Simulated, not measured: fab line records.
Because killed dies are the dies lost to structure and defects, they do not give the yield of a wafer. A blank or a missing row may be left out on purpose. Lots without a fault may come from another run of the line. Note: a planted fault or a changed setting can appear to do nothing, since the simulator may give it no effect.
Matching of chambers || flow nandHarc || NHARC_P_BONDPAD_DEP_00 on pecvd-01 has 3 sister chambers
The step deposits SiCN, target thk 250 nm. 3 wafers are shown with their chamber, then 7 later ones without.

WAFERS PAIRED WITH THEIR CHAMBERS
{"wafer": "L085.5", "chamber": 2, "heaterPowerW (W)": 552}
{"wafer": "L085.6", "chamber": 1, "heaterPowerW (W)": 624}
{"wafer": "L088.3", "chamber": 0, "heaterPowerW (W)": 454}

WAFERS WITHOUT THEIR CHAMBER
{"wafer": "L088.6", "heaterPowerW (W)": 645}
{"wafer": "L092.1", "heaterPowerW (W)": 468}
{"wafer": "L092.2", "heaterPowerW (W)": 585}
{"wafer": "L092.5", "heaterPowerW (W)": 605}
{"wafer": "L095.3", "heaterPowerW (W)": 520}
{"wafer": "L095.5", "heaterPowerW (W)": 536}
{"wafer": "L095.6", "heaterPowerW (W)": 600}

WHICH CHAMBER EACH WENT THROUGH
{"wafer": "L088.6", "from the rows above": 1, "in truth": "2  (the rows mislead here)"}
{"wafer": "L092.1", "from the rows above": 0, "in truth": 0}
{"wafer": "L092.2", "from the rows above": "can't be placed: 2 or 1", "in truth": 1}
{"wafer": "L092.5", "from the rows above": "can't be placed: 1 or 2", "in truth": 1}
{"wafer": "L095.3", "from the rows above": "can't be placed: 2 or 0", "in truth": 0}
{"wafer": "L095.5", "from the rows above": 2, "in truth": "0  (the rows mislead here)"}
{"wafer": "L095.6", "from the rows above": "can't be placed: 1 or 2", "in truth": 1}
Correctly placed: 1 of 7. Unplaceable from these rows: 4, with the true chamber sitting among the candidates in 4. 2 placed wrongly.
How it was worked out, from the rows above alone: a wafer's distance from a chamber is the root of the sum, over the readings, of the square of ((its reading less the chamber's mean) divided by the reading's scatter). The wafer belongs to the nearest chamber; if the next one is less than 2 further off, it can't be placed. The mean given for a chamber averages the wafers shown for that chamber. The scatter (one wafer shown for each chamber): square how far every hidden wafer sits from the nearest shown wafer, average those squares and take the square root.
